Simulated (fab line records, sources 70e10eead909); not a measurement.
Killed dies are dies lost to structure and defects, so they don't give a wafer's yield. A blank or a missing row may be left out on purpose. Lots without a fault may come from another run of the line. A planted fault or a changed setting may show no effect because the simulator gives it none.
Which tool did it? | flow nand_harc | 12 lots, 36 wafers sampled, at 2 steps of a route of 1302

WHAT THE GAUGES READ, wafer by wafer
NHARC_A_CONTACT_CD_MEAS_42: target cd 300 nm. Usual: cd_nm 300.0 nm, standard deviation 0.4.
lot  | measured     | on        | cd_nm (nm)        | flag
L528 | day 21 21:08 | cd_sem-01 | 300.1 300.1 299.9 |
L529 | day 22 06:18 | cd_sem-03 | 300.3 299.3 300.1 |
L531 | day 23 00:24 | cd_sem-01 | 299.5 299.2 300.3 |
L532 | day 23 17:37 | cd_sem-01 | 300.0 299.5 299.3 |
L534 | day 24 01:47 | cd_sem-02 | 300.3 299.8 299.4 |
L536 | day 24 20:58 | cd_sem-02 | 300.2 299.9 300.4 |
L535 | day 24 22:17 | cd_sem-02 | 299.9 300.0 300.0 |
L538 | day 25 16:37 | cd_sem-03 | 300.4 299.8 300.8 |
L537 | day 25 23:19 | cd_sem-01 | 300.4 299.7 300.4 |
L539 | day 26 10:03 | cd_sem-02 | 299.9 299.6 299.5 |
L546 | day 29 15:27 | cd_sem-01 | 299.9 300.4 299.9 |
L547 | day 30 12:34 | cd_sem-02 | 299.9 299.6 299.4 |

WHICH TOOL RAN EACH LOT (tool, then ch and the chambers of the sampled wafers, then the start)
lot  | NHARC_A_WL_FILL_ETCHBACK_26
L528 | rie_si-04 ch 2,3, day 21 11:14
L529 | rie_si-03 ch 2,3, day 21 20:58
L531 | rie_si-05 ch 0,2,3, day 22 17:38
L532 | rie_si-05 ch 0,1,3, day 23 10:49
L534 | rie_si-05 ch 0,1, day 23 18:56
L536 | rie_si-04 ch 0,1, day 24 11:59
L535 | rie_si-05 ch 0,1,2, day 24 14:49
L538 | rie_si-03 ch 0,2,3, day 25 09:19
L537 | rie_si-05 ch 0,1,3, day 25 16:23
L539 | rie_si-05 ch 1,3, day 26 03:22
L546 | rie_si-03 ch 0,1,2, day 29 06:52
L547 | rie_si-05 ch 0,3, day 30 00:26
- NHARC_A_WL_FILL_ETCHBACK_26: etches the open film in HBr, target depth 52 nm, time 13.3 s.

WHAT THE TOOLS THEMSELVES READ (means of the sampled wafers that have a number; where no wafer has one, the mark that the record gives instead)
NHARC_A_WL_FILL_ETCHBACK_26. Usual: bias_w 60.02 W, standard deviation 0.18; drypump_motor_current_A 5.6 A, standard deviation 0.39; oes_product_au 1.000 a.u., standard deviation 0.0071; throttle_valve_pct 23.266 %, standard deviation 0.0094.
lot  | tool      | bias_w (W) | drypump_motor_current_A (A) | oes_product_au (a.u.) | throttle_valve_pct (%) | flag
L528 | rie_si-04 | 60.13      | 5.3                         | 0.998                 | 23.259                 |
L529 | rie_si-03 | 59.94      | 6.1                         | 1.003                 | 23.261                 |
L531 | rie_si-05 | 59.95      | 5.4                         | 1.004                 | 23.265                 |
L532 | rie_si-05 | 60.03      | 5.4                         | 1.004                 | 23.265                 |
L534 | rie_si-05 | 59.99      | 5.4                         | 1.004                 | 23.274                 |
L536 | rie_si-04 | 60.10      | 5.5                         | 1.004                 | 23.260                 |
L535 | rie_si-05 | 60.02      | 5.4                         | 0.998                 | 23.272                 |
L538 | rie_si-03 | 59.94      | 5.9                         | 0.998                 | 23.269                 |
L537 | rie_si-05 | 59.85      | 5.4                         | 1.004                 | 23.273                 |
L539 | rie_si-05 | 59.96      | 5.4                         | 0.997                 | 23.261                 |
L546 | rie_si-03 | 59.97      | 6.0                         | 0.991                 | 23.269                 |
L547 | rie_si-05 | 60.14      | 5.4                         | 0.996                 | 23.268                 |

THE ANSWER, worked out from the rows above alone
Rule: a lot is off if the mean of its wafers that have a number lies more than 3 standard deviations from the usual mean. A lot without any number at a reading at which 4 lots or more have one is off too. The other lots that the step has rows for count as sound. The gauges are gone through in route order, then the tools' own readings, and for those a lot's mean is taken as printed above. The first step at which some lot is off is used, and at that step the reading that is off furthest; a lot without a number counts as furthest.
No lot is off at any reading shown: from this, nothing can be told.

WHAT THE SIMULATOR HAD PUT IN
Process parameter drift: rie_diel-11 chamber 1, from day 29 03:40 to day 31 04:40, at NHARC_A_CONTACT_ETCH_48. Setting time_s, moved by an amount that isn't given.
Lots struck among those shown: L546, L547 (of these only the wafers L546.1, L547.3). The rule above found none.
